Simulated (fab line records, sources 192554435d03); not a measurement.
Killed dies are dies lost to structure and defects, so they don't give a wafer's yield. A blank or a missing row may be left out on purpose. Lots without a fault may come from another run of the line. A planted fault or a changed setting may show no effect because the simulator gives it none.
Chamber matching | flow n5_finfet | N5_FIN_SAQP_DESCUM_21 on rie_diel-04: 4 sister chambers
The step chemistry O2, time 7.9 s. 16 wafers are shown with their chamber, then 8 later ones without.

WAFERS WITH THEIR CHAMBER
wafer  | chamber | showerhead_plenum_p_Torr (Torr) | drypump_motor_current_A (A) | throttle_valve_pct (%)
L078.1 | 1       | 2.00                            | 5.3                         | 20.47
L078.2 | 0       | 2.04                            | 5.4                         | 20.57
L078.6 | 3       | 2.17                            | 4.9                         | 20.54
L081.2 | 1       | 2.00                            | 5.4                         | 20.49
L081.4 | 2       | 2.05                            | 5.3                         | 20.39
L081.6 | 1       | 2.00                            | 5.3                         | 20.46
L084.2 | 3       | 2.16                            | 4.9                         | 20.57
L084.3 | 2       | 2.04                            | 5.3                         | 20.44
L084.6 | 3       | 2.16                            | 4.9                         | 20.57
L086.1 | 2       | 2.04                            | 5.3                         | 20.44
L086.2 | 3       | 2.16                            | 4.8                         | 20.60
L086.5 | 1       | 1.99                            | 5.4                         | 20.47
L090.2 | 2       | 2.04                            | 5.3                         | 20.44
L090.5 | 1       | 1.99                            | 5.4                         | 20.51
L090.6 | 2       | 2.04                            | 5.3                         | 20.45
L091.4 | 1       | 1.99                            | 5.4                         | 20.50

SIGNATURES (means of the wafers above)
reading                  | chamber 0 | chamber 1 | chamber 2 | chamber 3 | scatter within a chamber
showerhead_plenum_p_Torr | 2.0400    | 1.9950    | 2.0420    | 2.1625    | 0.00504
drypump_motor_current_A  | 5.400     | 5.367     | 5.300     | 4.875     | 0.0417
throttle_valve_pct       | 20.5700   | 20.4833   | 20.4320   | 20.5700   | 0.0224
Rule: a wafer's distance from a chamber is the root of the sum, over the readings, of the square of ((its reading less the chamber's mean) divided by the reading's scatter). The wafer belongs to the nearest chamber; if the next one is less than 2 further off, it can't be placed. The scatter: the root of (the sum of the squares of (reading less its chamber's mean) over the shown wafers, divided by (wafers less chambers)).

WAFERS WITHOUT THEIR CHAMBER
wafer  | showerhead_plenum_p_Torr (Torr) | drypump_motor_current_A (A) | throttle_valve_pct (%)
L091.5 | 2.15                            | 4.9                         | 20.60
L091.6 | 2.03                            | 5.5                         | 20.62
L094.1 | 1.99                            | 5.3                         | 20.52
L094.3 | 2.03                            | 5.4                         | 20.64
L094.5 | 1.99                            | 5.3                         | 20.51
L095.3 | 2.03                            | 5.3                         | 20.46
L095.4 | 2.15                            | 4.8                         | 20.61
L095.5 | 1.99                            | 5.4                         | 20.52

WHICH CHAMBER EACH WENT THROUGH
wafer  | from the rows above | in truth
L091.5 | 3                   | 3
L091.6 | 0                   | 0
L094.1 | 1                   | 1
L094.3 | 0                   | 0
L094.5 | 1                   | 1
L095.3 | 2                   | 2
L095.4 | 3                   | 3
L095.5 | 1                   | 1
Placed correctly: 8 of 8. Can't be placed from these rows: 0. Placed wrongly: 0.
